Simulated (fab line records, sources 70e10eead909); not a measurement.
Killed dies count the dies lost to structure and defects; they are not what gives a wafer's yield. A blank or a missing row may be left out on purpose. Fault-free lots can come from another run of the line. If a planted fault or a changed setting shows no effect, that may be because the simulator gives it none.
Chamber matching ; flow nand-harc ; pecvd-01 running NHARC_P_CONTACT_DEP_30: 3 sister chambers
The step deposits SiNx, target thk 30 nm. 14 wafers are shown with their chamber, then 7 later ones without.

WAFERS, EACH WITH ITS CHAMBER
wafer;chamber;heater-power-w (W)
L074.1;0;674
L074.2;2;840
L074.6;0;648
L082.3;1;689
L082.4;2;761
L082.5;1;710
L089.2;2;793
L089.4;2;811
L089.5;0;656
L090.2;0;639
L090.4;1;742
L090.5;2;727
L091.2;1;669
L091.3;2;726

SIGNATURES (averages over the wafers above)
reading;chamber 0;chamber 1;chamber 2;scatter within a chamber
heater-power-w;654.25;702.50;776.33;36.1
Rule: for each reading, subtract the chamber's mean from the wafer's reading, divide by that reading's scatter and square the result; add these up over the readings and take the root, which gives the wafer's distance from the chamber. If the next closest chamber is less than 2 further off than the closest, the wafer can't be placed; otherwise it belongs to the closest. The scatter: the root of (the sum of the squares of (reading less its chamber's mean) over the shown wafers, divided by (wafers less chambers)).

WAFERS MISSING THEIR CHAMBER
wafer;heater-power-w (W)
L091.4;746
L092.2;646
L092.4;809
L092.6;744
L097.1;849
L097.3;587
L097.5;602

WHICH CHAMBER EACH ONE RAN IN
wafer;from the rows above;in truth
L091.4;can't be placed: 2 or 1 or 0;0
L092.2;can't be placed: 0 or 1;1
L092.4;2;2
L092.6;can't be placed: 2 or 1 or 0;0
L097.1;2;2
L097.3;can't be placed: 0 or 1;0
L097.5;can't be placed: 0 or 1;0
Correctly placed: 2 of 7. Not placeable from these rows: 5 (in 5, the candidates include the true chamber). Wrongly placed: 0.
